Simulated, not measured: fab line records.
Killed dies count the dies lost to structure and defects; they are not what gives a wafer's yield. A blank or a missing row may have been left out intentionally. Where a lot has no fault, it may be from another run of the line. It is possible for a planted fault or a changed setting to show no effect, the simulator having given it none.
Chamber matching :: flow nand harc :: NHARC_A_M1_CMP_23 on cmp-02: 4 sister chambers
The step polishes, t overpolish 20 s, target thk 154.34 nm. 14 wafers are shown with their chamber, then 7 later ones without.

## WAFERS PAIRED WITH THEIR CHAMBERS
wafer: L220.1
chamber: 2
motor current A (A): 10.2
time to endpoint s (s): 29.4
slurry flow ml min: 150.2

wafer: L220.3
chamber: 1
motor current A (A): 11.4
time to endpoint s (s): 28.9
slurry flow ml min: 150.1

wafer: L220.4
chamber: 0
motor current A (A): 13.8
time to endpoint s (s): 30.9
slurry flow ml min: 150.5

wafer: L222.3
chamber: 0
motor current A (A): 13.6
time to endpoint s (s): 34.0
slurry flow ml min: 150.0

wafer: L222.4
chamber: 1
motor current A (A): 11.2
time to endpoint s (s): 33.0
slurry flow ml min: 149.1

wafer: L222.6
chamber: 1
motor current A (A): 11.3
time to endpoint s (s): 30.6
slurry flow ml min: 150.3

wafer: L224.1
chamber: 3
motor current A (A): 11.3
time to endpoint s (s): 30.5
slurry flow ml min: 149.5

wafer: L224.2
chamber: 1
motor current A (A): 11.2
time to endpoint s (s): 28.1
slurry flow ml min: 151.2

wafer: L224.5
chamber: 2
motor current A (A): 9.5
time to endpoint s (s): 32.2
slurry flow ml min: 149.7

wafer: L229.1
chamber: 1
motor current A (A): 11.1
time to endpoint s (s): 31.3
slurry flow ml min: 150.9

wafer: L229.5
chamber: 3
motor current A (A): 10.8
time to endpoint s (s): 31.5
slurry flow ml min: 150.9

wafer: L229.6
chamber: 2
motor current A (A): 10.6
time to endpoint s (s): 20.0
slurry flow ml min: 149.3

wafer: L237.3
chamber: 2
motor current A (A): 10.3
time to endpoint s (s): 25.9
slurry flow ml min: 149.9

wafer: L237.4
chamber: 0
motor current A (A): 13.3
time to endpoint s (s): 26.3
slurry flow ml min: 149.8

SIGNATURES, as means of the wafers listed above
reading: motor current A
chamber 0: 13.567
chamber 1: 11.240
chamber 2: 10.150
chamber 3: 11.050
scatter within a chamber: 0.309

reading: time to endpoint s
chamber 0: 30.400
chamber 1: 30.380
chamber 2: 26.875
chamber 3: 31.000
scatter within a chamber: 3.59

reading: slurry flow ml min
chamber 0: 150.100
chamber 1: 150.320
chamber 2: 149.775
chamber 3: 150.200
scatter within a chamber: 0.657
Rule: a wafer lies at a distance from a chamber equal to the root of the sum of squares, over the readings, of (its reading less the chamber's mean, divided by the reading's scatter). If the next closest chamber is less than 2 further off than the closest, the wafer can't be placed; otherwise it belongs to the closest. The scatter: the root of (the sum of the squares of (reading less its chamber's mean) over the shown wafers, divided by (wafers less chambers)).

## WAFERS MISSING THEIR CHAMBER
wafer: L237.5
motor current A (A): 10.2
time to endpoint s (s): 28.4
slurry flow ml min: 150.0

wafer: L238.1
motor current A (A): 10.9
time to endpoint s (s): 26.6
slurry flow ml min: 149.4

wafer: L238.2
motor current A (A): 13.8
time to endpoint s (s): 31.5
slurry flow ml min: 149.5

wafer: L238.5
motor current A (A): 11.0
time to endpoint s (s): 26.7
slurry flow ml min: 149.6

wafer: L239.1
motor current A (A): 10.3
time to endpoint s (s): 28.7
slurry flow ml min: 149.8

wafer: L239.3
motor current A (A): 11.1
time to endpoint s (s): 26.9
slurry flow ml min: 150.7

wafer: L239.5
motor current A (A): 10.9
time to endpoint s (s): 27.8
slurry flow ml min: 149.5

## WHICH CHAMBER EACH ONE RAN IN
wafer: L237.5
from the rows above: 2
in truth: 2

wafer: L238.1
from the rows above: can't be placed: 3 or 1 or 2
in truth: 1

wafer: L238.2
from the rows above: 0
in truth: 0

wafer: L238.5
from the rows above: can't be placed: 3 or 1 or 2
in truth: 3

wafer: L239.1
from the rows above: can't be placed: 2 or 3
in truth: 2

wafer: L239.3
from the rows above: can't be placed: 1 or 3
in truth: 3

wafer: L239.5
from the rows above: can't be placed: 3 or 1 or 2
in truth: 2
Placed correctly: 2 of 7. These rows do not allow placing 5 (true chamber among the candidates in 5). Number placed wrongly: 0.
